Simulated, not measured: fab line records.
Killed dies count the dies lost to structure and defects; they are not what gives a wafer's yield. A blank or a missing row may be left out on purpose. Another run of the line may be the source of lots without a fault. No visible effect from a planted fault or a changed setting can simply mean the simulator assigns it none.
Chamber matching :: flow n5 finfet :: N5_BEOL_M2_DESCUM_33 on rie diel-03: 4 sister chambers
The step chemistry O2, time 7 s. 8 wafers are shown with their chamber, then 10 later ones without.

WAFERS PAIRED WITH THEIR CHAMBERS
wafer: L083.3
chamber: 3
showerhead plenum p Torr (Torr): 2.16
rf vpp V (V): 244.4

wafer: L085.5
chamber: 1
showerhead plenum p Torr (Torr): 2.15
rf vpp V (V): 243.5

wafer: L085.6
chamber: 2
showerhead plenum p Torr (Torr): 2.09
rf vpp V (V): 243.3

wafer: L086.2
chamber: 2
showerhead plenum p Torr (Torr): 2.09
rf vpp V (V): 244.3

wafer: L086.5
chamber: 0
showerhead plenum p Torr (Torr): 1.91
rf vpp V (V): 241.5

wafer: L086.6
chamber: 1
showerhead plenum p Torr (Torr): 2.14
rf vpp V (V): 242.9

wafer: L094.2
chamber: 0
showerhead plenum p Torr (Torr): 1.90
rf vpp V (V): 239.9

wafer: L094.3
chamber: 3
showerhead plenum p Torr (Torr): 2.16
rf vpp V (V): 242.5

WAFERS WHOSE CHAMBER IS MISSING
wafer: L094.4
showerhead plenum p Torr (Torr): 2.09
rf vpp V (V): 242.6

wafer: L095.1
showerhead plenum p Torr (Torr): 1.90
rf vpp V (V): 240.3

wafer: L095.4
showerhead plenum p Torr (Torr): 2.09
rf vpp V (V): 241.6

wafer: L095.5
showerhead plenum p Torr (Torr): 2.09
rf vpp V (V): 243.1

wafer: L096.1
showerhead plenum p Torr (Torr): 2.08
rf vpp V (V): 243.0

wafer: L096.2
showerhead plenum p Torr (Torr): 2.16
rf vpp V (V): 243.5

wafer: L096.4
showerhead plenum p Torr (Torr): 2.14
rf vpp V (V): 241.9

wafer: L097.3
showerhead plenum p Torr (Torr): 2.16
rf vpp V (V): 244.5

wafer: L097.4
showerhead plenum p Torr (Torr): 2.08
rf vpp V (V): 241.7

wafer: L097.5
showerhead plenum p Torr (Torr): 2.08
rf vpp V (V): 241.5

WHICH CHAMBER EACH ONE RAN IN
wafer: L094.4
from the rows above: 2
in truth: 2

wafer: L095.1
from the rows above: 0
in truth: 0

wafer: L095.4
from the rows above: 2
in truth: 2

wafer: L095.5
from the rows above: 2
in truth: 2

wafer: L096.1
from the rows above: 2
in truth: 2

wafer: L096.2
from the rows above: 3
in truth: 3

wafer: L096.4
from the rows above: 1
in truth: 1

wafer: L097.3
from the rows above: 3
in truth: 3

wafer: L097.4
from the rows above: 2
in truth: 2

wafer: L097.5
from the rows above: 2
in truth: 2
Correct placement for 10 of the 10. Not placeable from these rows: 0. 0 placed wrongly.
How it was worked out, from the rows above alone: a wafer's distance from a chamber is the root of the sum, over the readings, of the square of ((its reading less the chamber's mean) divided by the reading's scatter). If the next closest chamber is less than 2 further off than the closest, the wafer can't be placed; otherwise it belongs to the closest. For every chamber, the mean is computed from those of its wafers that are shown. The scatter is the square root of a quotient: the sum, over the shown wafers, of each reading's squared deviation from its chamber's mean, divided by wafers minus chambers.
